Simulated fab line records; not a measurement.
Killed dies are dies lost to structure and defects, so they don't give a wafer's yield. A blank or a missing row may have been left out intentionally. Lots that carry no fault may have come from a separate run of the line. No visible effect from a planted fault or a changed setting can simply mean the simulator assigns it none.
fab line records ; flow nandHarc
[record] lots = 5; wafers = 15; lastDay = 29
route steps=1302 shown HYBRID_BOND@1238 THIN_TSV@1244 END@1302
lots that met no fault: from a run of the same line without faults
startH: the number of hours between the record's first day and the start of the first shown wafer of the lot ; waitH: time in hours since the lot's previous step ; " unchanged from the row above ; L1.1+2: several wafers, shown together as one row ; - either no value or no given start ; * or withheld: withheld ; < > ~ a bound
route shown NAME@n: names a module that has steps shown in the file, with the first one's number in the route ; usual: mean/standard deviation of fault-free wafers ; same: alike in all rows ; chamber/n: place in a boat ; sites: the reading at each site ; _std_site: the values' standard deviation ; _edge_site: the outer-site mean with the inner-site mean subtracted ; radiusMm: for every site, how far away it sits from the centre of the wafer ; mask NAME#n: copy n ; behind: the last tool/chamber to shape the wafer ; hold: reason for holding the lot/hours on hold/outcome of the hold ; device: transistor that didn't switch, given as n, p or np ; end of line: the same wafers' tests at the end of the route ; where a step has no rows: the recipe by itself ; killed: at the first sort, the dies lost to defects and structure; wafer yield is something else ; map: shows each die of a wafer: x if killed, . if not, _ if none is there
set.NAME: setting as actually run; set.NAME@STEP: the setting as run at that earlier step ; model.NAME: the simulator's own value behind a step, which no gauge read
lots seen at some steps along the route; tables by step, rows by wafer
services: when a tool's chamber went out of use (startH, in hours from the record's first day, below 0 if earlier), for how many hours, and the reason
[[steps]]
[step NHARC_HYBRID_BOND_PRECLEAN_01]
[recipe] timeS = 300; tempC = 23; chemistry = DIW
[step NHARC_HYBRID_BOND_SRD_02]
[recipe] timeS = 30; tempC = 23; dryTimeS = 20; spinRpm = 1500
[step NHARC_HYBRID_BOND_BOND_03]
[recipe] tempC = 25
[step NHARC_HYBRID_BOND_ANNEAL_04]
[recipe] tempC = 300; timeS = 7200; rampUpCPerMin = 5; rampDownCPerMin = 3; idleTempC = 100; pressureAtm = 1
[step NHARC_HYBRID_BOND_OVL_MEAS_05]
[usual] overlayXNm = -2/30; overlayYNm = -2/34
lot.wafer;tool;chamber;startH;waitH;overlayXNm;overlayYNm
L481.1;overlay-01;-;557.47;0.4;-32;-24
L481.4;overlay-01;-;557.47;0.4;25;51
L481.6;overlay-01;-;557.47;0.4;18;24
L484.3;overlay-02;-;566.21;0.4;-43;24
L484.5;overlay-02;-;566.21;0.4;-37;30
L484.6;overlay-02;-;566.21;0.4;-21;-14
L485.1;overlay-02;-;586.02;0.4;27;-42
L485.3;overlay-02;-;586.02;0.4;-4;-32
L485.4;overlay-02;-;586.02;0.4;-15;-9
L494.2;overlay-02;-;674.64;0.4;-9;-17
L494.3;overlay-02;-;674.64;0.4;12;9
L494.5;overlay-02;-;674.64;0.4;71;27
L493.2;overlay-01;-;682.78;0.4;-12;1
L493.3;overlay-01;-;682.78;0.4;-43;-7
L493.5;overlay-01;-;682.78;0.4;-33;13
[step NHARC_HYBRID_BOND_INSPECT_06]
[recipe] inspectInstrument = irVoid
[usual] rawDefectCount = 98/33
lot.wafer;tool;chamber;startH;waitH;rawDefectCount
L481.1;defectInspect-01;-;557.53;0.0;61
L481.4;defectInspect-01;-;557.53;0.0;51
L481.6;defectInspect-01;-;557.53;0.0;77
L484.3;defectInspect-01;-;566.27;0.1;79
L484.5;defectInspect-01;-;566.27;0.1;87
L484.6;defectInspect-01;-;566.27;0.1;50
L485.1;defectInspect-01;-;586.07;0.0;172
L485.3;defectInspect-01;-;586.07;0.0;141
L485.4;defectInspect-01;-;586.07;0.0;154
L494.2;defectInspect-01;-;674.69;0.1;87
L494.3;defectInspect-01;-;674.69;0.1;87
L494.5;defectInspect-01;-;674.69;0.1;93
L493.2;defectInspect-02;-;682.84;0.1;87
L493.3;defectInspect-02;-;682.84;0.1;74
L493.5;defectInspect-02;-;682.84;0.1;77
[step NHARC_THIN_TSV_GRIND_00]
[recipe] targetThkUm = 6
[step NHARC_THIN_TSV_CMP_01]
[recipe] targetThkUm = 3
[usual] motorCurrentA = 11.8/0.89
lot.wafer;tool;chamber;startH;waitH;motorCurrentA
L481.4;cmp-01;1;560.11;0.4;12.7
L481.1;cmp-01;2;560.11;0.4;11.7
L481.6;cmp-01;1;560.11;0.4;12.6
L484.3;cmp-04;3;567.66;0.6;12.3
L484.5;cmp-04;2;567.66;0.6;11.6
L484.6;cmp-04;3;567.66;0.6;11.9
L485.4;cmp-02;0;587.45;0.4;10.9
L485.3;cmp-02;2;587.45;0.4;10.4
L485.1;cmp-02;3;587.45;0.4;11.9
L494.2;cmp-02;0;676.10;0.9;10.8
L494.3;cmp-02;1;676.10;0.9;12.4
L494.5;cmp-02;0;676.10;0.9;11.7
L493.2;cmp-02;1;685.43;0.9;12.4
L493.3;cmp-02;3;685.43;0.9;12.4
L493.5;cmp-02;0;685.43;0.9;12.3
[step NHARC_THIN_TSV_THK_MEAS_02]
[recipe] thkMeasGauge = ir
[usual] thkNm = 2989/240
lot.wafer;tool;chamber;startH;waitH;thkNm
L481.1;filmMetro-02;-;560.37;0.2;2658
L481.4;filmMetro-02;-;560.37;0.2;2560
L481.6;filmMetro-02;-;560.37;0.2;2571
L484.3;filmMetro-02;-;567.90;0.2;2949
L484.5;filmMetro-02;-;567.90;0.2;2614
L484.6;filmMetro-02;-;567.90;0.2;2731
L485.1;filmMetro-01;-;587.71;-;3023
L485.3;filmMetro-01;-;587.71;-;3126
L485.4;filmMetro-01;-;587.71;-;3180
L494.2;filmMetro-01;-;676.34;-;2700
L494.3;filmMetro-01;-;676.34;-;2348
L494.5;filmMetro-01;-;676.34;-;2600
L493.2;filmMetro-01;-;685.67;0.2;3096
L493.3;filmMetro-01;-;685.67;0.2;3333
L493.5;filmMetro-01;-;685.67;0.2;3295
[step NHARC_THIN_TSV_SRD_03]
[step NHARC_THIN_TSV_PRECLEAN_41]
[recipe] timeS = *; tempC = 50; bathAgeMin = 0; chemistry = SC1
[step NHARC_THIN_TSV_SRD_42]
[step NHARC_THIN_TSV_DEP_43]
[recipe] targetThkA = 13285; tempC = withheld; pressureTorr = 6.5; rfW = 900; teosFlowSccm = 161.4; flowSccm = 2650; targetThkNm = 1328.5; gas = O2; material = SiO2
[usual] rfFwdPowerW = 898.1/3; throttleValvePct = 15.8/0.39
lot.wafer;tool;chamber;startH;waitH;rfFwdPowerW;throttleValvePct
L481.1;pecvd-01;2;560.64;-;899.7;16.1
L481.4;pecvd-01;1;560.64;-;906.0;15.4
L481.6;pecvd-01;0;560.64;-;898.8;15.2
L484.3;pecvd-03;2;568.12;-;896.3;15.6
L484.5;pecvd-03;2;568.12;-;899.1;15.9
L484.6;pecvd-03;0;568.12;-;896.7;15.9
L485.3;pecvd-03;0;587.93;-;894.8;15.8
L485.1;pecvd-03;2;587.93;-;897.8;15.7
L485.4;pecvd-03;0;587.93;-;898.0;15.6
L494.2;pecvd-03;0;676.61;-;898.3;15.9
L494.3;pecvd-03;1;676.61;-;902.2;16.3
L494.5;pecvd-03;1;676.61;-;900.2;16.3
L493.2;pecvd-03;1;685.88;-;895.9;16.3
L493.3;pecvd-03;0;685.88;-;900.5;16.1
L493.5;pecvd-03;1;685.88;-;897.3;16.0
[step NHARC_THIN_TSV_DEHYDRATE_04]
[recipe] tempC = 150; timeS = 120
[step NHARC_THIN_TSV_HMDS_05]
[recipe] timeS = 30
[step NHARC_THIN_TSV_COAT_06]
[recipe] spinRpm = *
[step NHARC_THIN_TSV_SOFTBAKE_07]
[recipe] tempC = 122; timeS = 95
[step NHARC_THIN_TSV_EBR_08]
[step NHARC_THIN_TSV_EXPOSE_09]
[recipe] na = 0.55; doseMj = 30.7; maskId = TSV
[step NHARC_THIN_TSV_PEB_10]
[recipe] pebTempC = 118; pebTimeS = 85
[step NHARC_THIN_TSV_DEVELOP_11]
[recipe] timeS = 70
[step NHARC_THIN_TSV_CD_MEAS_12]
[recipe] targetCdNm = 1000; landingEnergyEv = 500
[usual] cdNm = 1000.7/1.7
lot.wafer;tool;chamber;startH;waitH;cdNm
L481.1;cdSem-02;0;561.30;-;1000.9
L481.4;cdSem-02;0;561.30;-;1001.6
L481.6;cdSem-02;0;561.30;-;999.7
L484.3;cdSem-03;0;568.83;-;998.5
L484.5;cdSem-03;0;568.83;-;999.2
L484.6;cdSem-03;0;568.83;-;1001.2
L485.1;cdSem-01;0;588.64;-;1001.7
L485.3;cdSem-01;0;588.64;-;998.5
L485.4;cdSem-01;0;588.64;-;999.9
L494.2;cdSem-02;0;677.40;-;999.9
L494.3;cdSem-02;0;677.40;-;1001.2
L494.5;cdSem-02;0;677.40;-;1000.5
L493.2;cdSem-01;0;686.63;-;1001.6
L493.3;cdSem-01;0;686.63;-;1001.0
L493.5;cdSem-01;0;686.63;-;1000.9
[step NHARC_THIN_TSV_HARDBAKE_13]
[recipe] tempC = 125; timeS = 80
[step NHARC_THIN_TSV_DESCUM_14]
[recipe] timeS = 3; o2FlowSccm = 200; arFlowSccm = 0; biasPowerW = 0; chemistry = O2
[step NHARC_THIN_TSV_ETCH_44]
[recipe] targetDepthA = 15942; timeS = 797.1; cf4FlowSccm = 150; o2FlowSccm = 10; arFlowSccm = 0; rfW = 300; biasW = 800; chemistry = CF4/O2
[step NHARC_THIN_TSV_ETCH_15]
[recipe] targetDepthA = 30000; boschTargetOveretchCycles = 2; boschEtchStepS = 2.8; boschDepStepS = 1.2; boschCycles = 14
[step NHARC_THIN_TSV_CD_MEAS_16]
[usual] cdNm = 1000.6/1.6
lot.wafer;tool;chamber;startH;waitH;cdNm
L481.1;cdSem-01;-;562.27;0.1;1000.8
L481.4;cdSem-01;-;562.27;0.1;1000.9
L481.6;cdSem-01;-;562.27;0.1;999.6
L484.3;cdSem-01;-;569.82;0.1;998.9
L484.5;cdSem-01;-;569.82;0.1;1000.0
L484.6;cdSem-01;-;569.82;0.1;1001.7
L485.1;cdSem-02;-;589.60;0.1;1001.1
L485.3;cdSem-02;-;589.60;0.1;998.5
L485.4;cdSem-02;-;589.60;0.1;999.2
L494.2;cdSem-02;-;678.75;0.1;998.9
L494.3;cdSem-02;-;678.75;0.1;1000.6
L494.5;cdSem-02;-;678.75;0.1;1000.7
L493.2;cdSem-03;-;687.59;0.1;1000.5
L493.3;cdSem-03;-;687.59;0.1;1001.3
L493.5;cdSem-03;-;687.59;0.1;1001.0
[step NHARC_THIN_TSV_STRIP_45]
[recipe] powerW = 1500; tempC = 250; chemistry = O2
[step NHARC_THIN_TSV_STRIP_46]
[recipe] timeS = 1200; tempC = 72.5; chemistry = postEtchResidueRemover
[step NHARC_THIN_TSV_DEP_47]
[recipe] targetThkA = 2000; tempC = withheld; pressureTorr = 6.5; rfW = 900; teosFlowSccm = 161.4; flowSccm = 2650; targetThkNm = 200; gas = O2; material = SiO2
[step NHARC_THIN_TSV_ETCHBACK_48]
[recipe] targetDepthA = 10285; overEtchFrac = 0.3; timeS = 405.17; ionEnergyEv = 250; c4f8FlowSccm = withheld; arFlowSccm = withheld; rfW = 600; biasW = 300; chemistry = C4F8/Ar
[usual] oesProductAu = 0.94/0.033; rfFwdPowerW = 598.6/1.9; rfVppV = 547/3.5
lot.wafer;tool;chamber;startH;waitH;oesProductAu;rfFwdPowerW;rfHoursCounterH;rfVppV
L481.4;rieDiel-06;0;563.54;-;0.94;597.4;3.3;548
L481.1;rieDiel-06;1;563.54;-;0.99;598.7;3.5;551
L481.6;rieDiel-06;1;563.54;-;0.98;598.0;-;552
L484.3;rieDiel-03;0;571.13;-;0.93;597.7;6.0;547
L484.6;rieDiel-03;3;571.13;-;0.92;598.1;-;545
L484.5;rieDiel-03;2;571.13;-;0.93;596.7;-;549
L485.3;rieDiel-03;3;590.87;-;0.91;600.6;7.0;545
L485.4;rieDiel-03;0;590.87;-;0.92;593.5;7.4;548
L485.1;rieDiel-03;2;590.87;-;0.92;599.9;6.7;548
L494.3;rieDiel-03;0;680.02;-;0.93;599.3;3.0;548
L494.2;rieDiel-03;3;680.02;-;0.91;595.5;2.9;544
L494.5;rieDiel-03;3;680.02;-;0.92;596.4;-;543
L493.2;rieDiel-03;2;689.17;-;0.93;598.8;2.8;549
L493.3;rieDiel-03;3;689.17;-;0.91;595.5;3.5;543
L493.5;rieDiel-03;1;689.17;-;0.95;600.0;-;544
[step NHARC_THIN_TSV_STRIP_62]
[recipe] powerW = 1500; tempC = 250; timeS = 20; chemistry = N2/H2
[usual] drypumpMotorCurrentA = 5.4/0.54; heaterPowerW = 349/36; rfReflPowerW = 24/3.6
lot.wafer;tool;chamber;startH;waitH;drypumpMotorCurrentA;heaterPowerW;rfHoursCounterH;rfReflPowerW
L481.1;plasmaAsher-01;0;563.90;-;5.8;319;6;21
L481.4;plasmaAsher-01;0;563.90;-;5.8;327;-;22
L481.6;plasmaAsher-01;0;563.90;-;5.8;325;-;22
L484.3;plasmaAsher-01;0;571.58;-;5.8;338;-;20
L484.6;plasmaAsher-01;1;571.58;-;4.7;405;-;26
L484.5;plasmaAsher-01;0;571.58;-;5.8;325;-;20
L485.1;plasmaAsher-01;1;591.25;-;4.7;399;13;25
L485.3;plasmaAsher-01;0;591.25;-;5.8;327;-;22
L485.4;plasmaAsher-01;1;591.25;-;4.7;399;-;26
L494.2;plasmaAsher-01;0;680.47;-;5.8;333;28;21
L494.3;plasmaAsher-01;1;680.47;-;4.7;385;-;26
L494.5;plasmaAsher-01;1;680.47;-;4.7;408;-;27
L493.2;plasmaAsher-01;1;689.48;-;4.7;396;28;26
L493.3;plasmaAsher-01;1;689.48;-;4.7;411;-;25
L493.5;plasmaAsher-01;0;689.48;-;5.8;323;-;21
[step NHARC_THIN_TSV_DEGAS_49]
[recipe] tempC = 300; timeS = 120
[usual] heaterPowerW = 478/46
lot.wafer;tool;chamber;startH;waitH;heaterPowerW
L481.1;pvdSputter-03;-;564.07;0.1;493
L481.4;pvdSputter-03;-;564.07;0.1;559
L481.6;pvdSputter-03;-;564.07;0.1;489
L484.3;pvdSputter-03;-;571.72;0.1;490
L484.6;pvdSputter-03;-;571.72;0.1;565
L484.5;pvdSputter-03;-;571.72;0.1;430
L485.1;pvdSputter-03;-;591.41;0.1;470
L485.3;pvdSputter-03;-;591.41;0.1;504
L485.4;pvdSputter-03;-;591.41;0.1;554
L494.3;pvdSputter-01;-;680.62;0.1;473
L494.2;pvdSputter-01;-;680.62;0.1;504
L494.5;pvdSputter-01;-;680.62;0.1;459
L493.2;pvdSputter-01;-;689.63;0.1;406
L493.3;pvdSputter-01;-;689.63;0.1;474
L493.5;pvdSputter-01;-;689.63;0.1;391
[step NHARC_THIN_TSV_PRE_CLEAN_50]
[recipe] timeS = 30; tempC = 280; gas = H2/He
[step NHARC_THIN_TSV_PVD_19]
[recipe] targetThkA = 200; chamberPressurePa = 5; material = TaN
[usual] throttleValvePct = 29.2/1.1
lot.wafer;tool;chamber;startH;waitH;throttleValvePct
L481.4;pvdSputter-03;-;-;-;28.2
L481.1;pvdSputter-03;-;-;-;28.9
L481.6;pvdSputter-03;-;-;-;27.9
L484.3;pvdSputter-03;-;-;-;28.0
L484.5;pvdSputter-03;-;-;-;28.7
L484.6;pvdSputter-03;-;-;-;27.8
L485.3;pvdSputter-03;-;-;-;28.0
L485.1;pvdSputter-03;-;-;-;28.9
L485.4;pvdSputter-03;-;-;-;29.0
L494.2;pvdSputter-01;-;-;-;28.9
L494.3;pvdSputter-01;-;-;-;31.2
L494.5;pvdSputter-01;-;-;-;28.7
L493.2;pvdSputter-01;-;-;-;28.9
L493.3;pvdSputter-01;-;-;-;29.7
L493.5;pvdSputter-01;-;-;-;28.6
[step NHARC_THIN_TSV_PVD_51]
[recipe] targetThkA = 1000; chamberPressurePa = 5; material = Cu
[step NHARC_THIN_TSV_ECD_20]
[recipe] targetThkA = 20000; material = Cu
[step NHARC_THIN_TSV_ANNEAL_52]
[recipe] tempC = 225; timeS = 90
[step NHARC_THIN_TSV_CMP_21]
[recipe] tOverpolishS = 30; targetThkNm = 2000
[step NHARC_THIN_TSV_SRD_23]
[step NHARC_THIN_TSV_DEGAS_53]
[recipe] tempC = 300; timeS = 60
[step NHARC_END_SORT_01]
[recipe] tempC = 25
[usual] defectLimitedYield = 93.3/1.5; killedAtArray = 41/10; killedAtOther = 0.8/0.91; killedAtPeriphery = 4.2/2.9; killedDies = 46/10; killedOpen = 3.5/2.1; killedShort = 2.5/1.6; sort_bin_2_pct = 2.4/0.71; sort_bin_3_pct = 0.6/0.33; sort_bin_4_pct = 3.8/0.93; sortNPass = 631/10; sortRimYieldPct = 86/4.5; sortYieldPct = 93.3/1.5
[same] grossDies = 677; sort_bin_5_pct[%] = 0; sort_bin_6_pct[%] = 0; sort_bin_7_pct[%] = 0; sort_bin_8_pct[%] = 0; sortRimNGross = 106.00
lot.wafer;tool;chamber;startH;waitH;defectLimitedYield[%];killedAtArray;killedAtOther;killedAtPeriphery;killedDies;killedOpen;killedShort;sort_bin_2_pct[%];sort_bin_3_pct[%];sort_bin_4_pct[%];sortNPass;sortRimYieldPct[%];sortYieldPct[%]
L485.1;prober-02;0;603.67;2.5;92.2;51;1;1;53;4;2;3.0;1.0;3.8;624;84;92.2
L485.3;prober-02;0;605.26;3.1;90.4;64;0;1;65;4;2;3.5;0.7;5.3;612;75;90.4
L485.4;prober-02;0;606.06;3.4;91.9;55;0;0;55;0;2;3.4;0.9;3.8;622;77;91.9
L494.2;prober-01;0;693.53;2.8;92.5;45;0;6;51;7;4;3.0;0.3;4.3;626;87;92.5
L494.3;prober-01;0;694.32;3.1;94.2;30;0;9;39;1;3;1.5;0.9;3.4;638;87;94.2
L494.5;prober-01;0;695.90;3.7;93.4;37;0;8;45;1;2;2.7;0.3;3.7;632;85;93.4
L493.2;prober-01;0;701.30;2.8;0;39;637;1;677;1;3;96.2;0.4;3.4;0;0;0
L493.3;prober-01;0;702.10;3.1;0;37;637;3;677;4;2;96.0;0.4;3.5;0;0;0
L493.5;prober-01;0;703.70;3.7;95.1;31;0;2;33;1;1;1.5;0.1;3.2;644;89;95.1
// killed by level:class
L485.1 A_SLIT:chamberFilmFlake=18 A_CHANNEL_HOLE_D2:chamberFilmFlake=12 A_CHANNEL_HOLE_D1:chamberFilmFlake=7 A_CONTACT:chamberFilmFlake=4 A_STAIRCASE:chamberFilmFlake=2 P_M0:geometricParticle:open=1 A_ONON_D1:geometricParticle:short=1 A_CHANNEL_HOLE_D1:geometricParticle:open=1
L485.3 A_CHANNEL_HOLE_D1:chamberFilmFlake=21 A_CHANNEL_HOLE_D2:chamberFilmFlake=16 A_SLIT:chamberFilmFlake=14 A_CONTACT:chamberFilmFlake=4 A_M0:geometricParticle:open=2 A_DECK1_JOINT:chamberFilmFlake=2 A_ONON_D2:geometricParticle:short=1 A_STAIRCASE:geometricParticle:short=1
L485.4 A_CHANNEL_HOLE_D2:chamberFilmFlake=19 A_CHANNEL_HOLE_D1:chamberFilmFlake=15 A_SLIT:chamberFilmFlake=10 A_CONTACT:chamberFilmFlake=6 A_SOURCE_PLATE:geometricParticle:short=2 A_DECK1_JOINT:chamberFilmFlake=1 A_STAIRCASE:chamberFilmFlake=1 A_SGD_CUT:chamberFilmFlake=1
L494.2 A_CHANNEL_HOLE_D1:chamberFilmFlake=21 A_CHANNEL_HOLE_D2:chamberFilmFlake=8 P_GATE:chamberFilmFlake=3 A_ONON_D1:geometricParticle:short=2 A_DECK1_JOINT:geometricParticle:open=2 A_ZERO_WELL:chamberFilmFlake=2 A_SLIT:chamberFilmFlake=2 P_STI:geometricParticle:open=1
L494.3 A_CHANNEL_HOLE_D1:chamberFilmFlake=14 A_CHANNEL_HOLE_D2:chamberFilmFlake=9 P_GATE:chamberFilmFlake=7 A_WL_FILL:geometricParticle:short=2 A_BLC:chamberFilmFlake=2 P_CONTACT:geometricParticle:open=1 P_M0:geometricParticle:short=1 A_CHANNEL_FILL_D1:chamberFilmFlake=1
L494.5 A_CHANNEL_HOLE_D1:chamberFilmFlake=15 A_CHANNEL_HOLE_D2:chamberFilmFlake=10 P_GATE:chamberFilmFlake=8 A_WL_FILL:chamberFilmFlake=4 A_SLIT:chamberFilmFlake=2 A_ONON_D1:geometricParticle:short=1 A_ONON_D2:geometricParticle:open=1 A_CHANNEL_FILL_D2:geometricParticle:short=1
L493.2 THIN_TSV:areaDep=637 A_CHANNEL_HOLE_D1:chamberFilmFlake=15 A_CONTACT:chamberFilmFlake=9 A_SLIT:chamberFilmFlake=4 A_STAIRCASE:chamberFilmFlake=2 A_ONON_D1:geometricParticle:short=1 A_DECK1_JOINT:geometricParticle:short=1 A_WL_FILL:geometricParticle:short=1
L493.3 THIN_TSV:areaDep=636 A_CHANNEL_HOLE_D1:chamberFilmFlake=17 A_STAIRCASE:chamberFilmFlake=3 A_SLIT:chamberFilmFlake=3 A_CONTACT:chamberFilmFlake=3 A_DECK1_JOINT:chamberFilmFlake=2 A_CHANNEL_HOLE_D2:chamberFilmFlake=2 A_M0:chamberFilmFlake=2
L493.5 A_CHANNEL_HOLE_D1:chamberFilmFlake=15 A_SLIT:chamberFilmFlake=6 A_CONTACT:chamberFilmFlake=4 A_STAIRCASE:chamberFilmFlake=2 A_WL_FILL:chamberFilmFlake=2 A_CHANNEL_FILL_D1:geometricParticle:short=1 A_CHANNEL_FILL_D1:geometricParticle:open=1 P_ZERO_WELL:chamberFilmFlake=1
// map L493.2 (x killed, . not)
____________x____________
_________xxxxxxx_________
_______xxxxxxxxxxx_______
______xxxxxxxxxxxxx______
_____xxxxxxxxxxxxxxx_____
____xxxxxxxxxxxxxxxxx____
____xxxxxxxxxxxxxxxxx____
___xxxxxxxxxxxxxxxxxxx___
___xxxxxxxxxxxxxxxxxxx___
__xxxxxxxxxxxxxxxxxxxxx__
__xxxxxxxxxxxxxxxxxxxxx__
_xxxxxxxxxxxxxxxxxxxxxxx_
_xxxxxxxxxxxxxxxxxxxxxxx_
_xxxxxxxxxxxxxxxxxxxxxxx_
_xxxxxxxxxxxxxxxxxxxxxxx_
_xxxxxxxxxxxxxxxxxxxxxxx_
xxxxxxxxxxxxxxxxxxxxxxxxx
xxxxxxxxxxxxxxxxxxxxxxxxx
xxxxxxxxxxxxxxxxxxxxxxxxx
xxxxxxxxxxxxxxxxxxxxxxxxx
xxxxxxxxxxxxxxxxxxxxxxxxx
_xxxxxxxxxxxxxxxxxxxxxxx_
_xxxxxxxxxxxxxxxxxxxxxxx_
_xxxxxxxxxxxxxxxxxxxxxxx_
_xxxxxxxxxxxxxxxxxxxxxxx_
_xxxxxxxxxxxxxxxxxxxxxxx_
__xxxxxxxxxxxxxxxxxxxxx__
__xxxxxxxxxxxxxxxxxxxxx__
___xxxxxxxxxxxxxxxxxxx___
___xxxxxxxxxxxxxxxxxxx___
____xxxxxxxxxxxxxxxxx____
____xxxxxxxxxxxxxxxxx____
_____xxxxxxxxxxxxxxx_____
______xxxxxxxxxxxxx______
_______xxxxxxxxxxx_______
_________xxxxxxx_________
____________x____________
// map L484.3 (x killed, . not)
____________.____________
_________..x.x.._________
_______..x........_______
______............x______
_____..............._____
____.................____
____xx...............____
___x..................___
___..................x___
__....x..x......x......__
__....x......x.........__
_......................._
_......................._
_............x.........._
_......................._
_.x...x...x............._
.........................
.x......................x
.x.............x......xx.
.....................x.xx
..................x..x.xx
_......x...........x.xxx_
_...x.x....x..........xx_
_......................x_
_.....................xx_
_...x....x............xx_
__.....................__
__.x........x.........x__
___...................___
___...................___
____.............x...____
____...........x.....____
_____..............._____
______.............______
_______..........._______
_________......._________
____________.____________
[[services]]
tool;chamber;startH;hours;kind
cmp-04;-;540.65;1.2;repair
pecvd-03;-;547.14;13.0;pm
pvdSputter-03;-;561.61;0.8;repair
rieDiel-03;1;571.06;13.7;repair
cmp-01;-;577.60;4.0;pm
cmp-04;-;580.37;0.8;repair
pvdSputter-01;-;582.05;10.0;pm
rieDiel-03;1;596.35;9.1;repair
cmp-04;-;599.10;0.6;repair
cmp-04;-;601.00;4.0;pm
pecvd-03;-;607.19;0.6;repair
pvdSputter-03;-;613.25;3.9;repair
pvdSputter-01;-;613.37;1.2;repair
rieDiel-03;1;625.97;15.1;repair
cmp-02;-;633.70;4.0;pm
rieDiel-03;-;635.36;9.0;pm
rieDiel-06;-;639.15;0.5;repair
pvdSputter-03;-;646.89;3.6;repair
cmp-02;-;655.23;0.9;repair
rieDiel-06;-;661.20;9.0;pm
rieDiel-03;2;676.14;6.2;repair
pvdSputter-03;-;676.24;2.2;repair
rieDiel-03;1;676.53;2.2;repair
plasmaAsher-01;-;683.56;3.4;repair
[[key]]
[firstSign] step = NHARC_END_SORT_01; reading = killedAtOther; direction = up; sigmas = 99+; usual = 0.8; struck = 637
[effect] step = NHARC_END_SORT_01; reading = sort_bin_2_pct; direction = up; sigmas = 99+; usual = 2.4; struck = 96.1
[moreKillsBornAt] NHARC_THIN_TSV_DEP_43@pecvd-03 = 1273
metAt NHARC_THIN_TSV_DEP_43
struckWafers L493.2,L493.3
laterRowsLeftOut L493.2,L493.3
onsetBetween 676.61 685.88
[fault] kind = processParameterDrift; tool = pecvd-03; chamber = -; onsetH = 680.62; steps = NHARC_THIN_TSV_DEP_43; channel = targetThkNm; offset = 1112; shape = step; endH = 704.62; scope = struckWafersOnly; actsIn = theseRecipesOnly; stated = 1328.5
// laterRowsLeftOut: the simulator's readings of these wafers behind a module that went badly wrong aren't trusted and aren't shown, but for the sort
